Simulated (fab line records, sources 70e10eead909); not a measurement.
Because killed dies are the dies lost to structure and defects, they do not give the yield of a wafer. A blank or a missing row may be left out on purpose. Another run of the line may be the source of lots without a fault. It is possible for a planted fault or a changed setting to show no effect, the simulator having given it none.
Matching of chambers	flow nand_harc	NHARC_A_SLIT_DEP_23 on pecvd-01: 3 sister chambers
The step deposits SiON, target thk 100 nm. 6 wafers are shown with their chamber, then 10 later ones without.

## WAFERS WITH THEIR CHAMBER
wafer	chamber	heater_power_w (W)
L082.3	1	686
L083.1	0	835
L083.3	2	622
L083.5	2	632
L086.1	1	683
L086.4	0	920

## WAFERS WITHOUT THEIR CHAMBER
wafer	heater_power_w (W)
L086.6	625
L089.1	902
L089.2	633
L089.5	580
L096.2	680
L096.4	684
L096.5	887
L095.1	651
L095.3	623
L095.6	617

## WHICH CHAMBER EACH ONE RAN IN
wafer	from the rows above	in truth
L086.6	can't be placed: 2 or 1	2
L089.1	0	0
L089.2	can't be placed: 2 or 1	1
L089.5	can't be placed: 2 or 1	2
L096.2	can't be placed: 1 or 2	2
L096.4	can't be placed: 1 or 2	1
L096.5	0	0
L095.1	can't be placed: 2 or 1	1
L095.3	can't be placed: 2 or 1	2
L095.6	can't be placed: 2 or 1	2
Correctly placed: 2 of 10. Not placeable from these rows: 8 (in 8, the candidates include the true chamber). Wrongly placed: 0.
How it was worked out, from the rows above alone: a wafer's distance from a chamber is the root of the sum, over the readings, of the square of ((its reading less the chamber's mean) divided by the reading's scatter). The wafer belongs to the nearest chamber; if the next one is less than 2 further off, it can't be placed. For every chamber, the mean is computed from those of its wafers that are shown. The scatter: the root of (the sum of the squares of (reading less its chamber's mean) over the shown wafers, divided by (wafers less chambers)).
